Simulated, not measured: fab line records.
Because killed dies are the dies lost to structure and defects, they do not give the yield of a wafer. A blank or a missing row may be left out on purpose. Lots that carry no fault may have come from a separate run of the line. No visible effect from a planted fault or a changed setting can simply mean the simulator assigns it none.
Chamber matching + flow n5_finfet + 4 sister chambers for N5_BEOL_M7_STRIP_36 on rie_diel-05
The step strips in N2/H2. 18 wafers are shown with their chamber, then 9 later ones without.

EACH WAFER AND ITS CHAMBER
| wafer  | chamber | drypump_motor_current_A (A) | showerhead_plenum_p_Torr (Torr) | throttle_valve_pct (%) |
|--------|---------|-----------------------------|---------------------------------|------------------------|
| L074.2 | 1       | 6.1                         | 2.44                            | 23.61                  |
| L074.3 | 0       | 5.9                         | 2.60                            | 23.82                  |
| L074.5 | 0       | 5.9                         | 2.60                            | 23.79                  |
| L076.1 | 1       | 6.1                         | 2.44                            | 23.61                  |
| L076.2 | 0       | 5.9                         | 2.60                            | 23.79                  |
| L076.5 | 3       | 6.2                         | 2.61                            | 23.72                  |
| L079.1 | 2       | 5.3                         | 2.57                            | 23.96                  |
| L079.4 | 3       | 6.2                         | 2.61                            | 23.69                  |
| L079.5 | 0       | 5.9                         | 2.60                            | 23.80                  |
| L080.2 | 1       | 6.1                         | 2.44                            | 23.62                  |
| L080.3 | 0       | 5.9                         | 2.59                            | 23.79                  |
| L080.6 | 0       | 5.9                         | 2.59                            | 23.83                  |
| L083.1 | 2       | 5.3                         | 2.57                            | 23.91                  |
| L083.2 | 0       | 6.0                         | 2.59                            | 23.79                  |
| L083.6 | 3       | 6.2                         | 2.60                            | 23.69                  |
| L086.3 | 1       | 6.1                         | 2.43                            | 23.62                  |
| L086.5 | 1       | 6.1                         | 2.43                            | 23.63                  |
| L086.6 | 2       | 5.3                         | 2.56                            | 23.98                  |

SIGNATURES (averages over the wafers above)
| reading                  | chamber 0 | chamber 1 | chamber 2 | chamber 3 | scatter within a chamber |
|--------------------------|-----------|-----------|-----------|-----------|--------------------------|
| drypump_motor_current_A  | 5.914     | 6.100     | 5.300     | 6.200     | 0.0247                   |
| showerhead_plenum_p_Torr | 2.5957    | 2.4360    | 2.5667    | 2.6067    | 0.00551                  |
| throttle_valve_pct       | 23.8014   | 23.6180   | 23.9500   | 23.7000   | 0.0192                   |
Rule: a wafer lies at a distance from a chamber equal to the root of the sum of squares, over the readings, of (its reading less the chamber's mean, divided by the reading's scatter). The wafer belongs to the nearest chamber; if the next one is less than 2 further off, it can't be placed. The scatter is the square root of a quotient: the sum, over the shown wafers, of each reading's squared deviation from its chamber's mean, divided by wafers minus chambers.

WAFERS MISSING THEIR CHAMBER
| wafer  | drypump_motor_current_A (A) | showerhead_plenum_p_Torr (Torr) | throttle_valve_pct (%) |
|--------|-----------------------------|---------------------------------|------------------------|
| L091.2 | 6.2                         | 2.43                            | 23.65                  |
| L091.3 | 5.3                         | 2.56                            | 23.92                  |
| L091.6 | 5.3                         | 2.56                            | 23.97                  |
| L089.1 | 5.3                         | 2.56                            | 23.95                  |
| L089.2 | 6.1                         | 2.43                            | 23.64                  |
| L089.6 | 5.3                         | 2.56                            | 23.93                  |
| L096.2 | 5.3                         | 2.56                            | 23.99                  |
| L096.5 | 6.2                         | 2.60                            | 23.37                  |
| L096.6 | 5.9                         | 2.58                            | 23.89                  |

WHICH CHAMBER EACH WENT THROUGH
| wafer  | from the rows above | in truth |
|--------|---------------------|----------|
| L091.2 | 1                   | 1        |
| L091.3 | 2                   | 2        |
| L091.6 | 2                   | 2        |
| L089.1 | 2                   | 2        |
| L089.2 | 1                   | 1        |
| L089.6 | 2                   | 2        |
| L096.2 | 2                   | 2        |
| L096.5 | 3                   | 3        |
| L096.6 | 0                   | 0        |
Placed correctly: 9 of 9. Not placeable from these rows: 0. 0 placed wrongly.
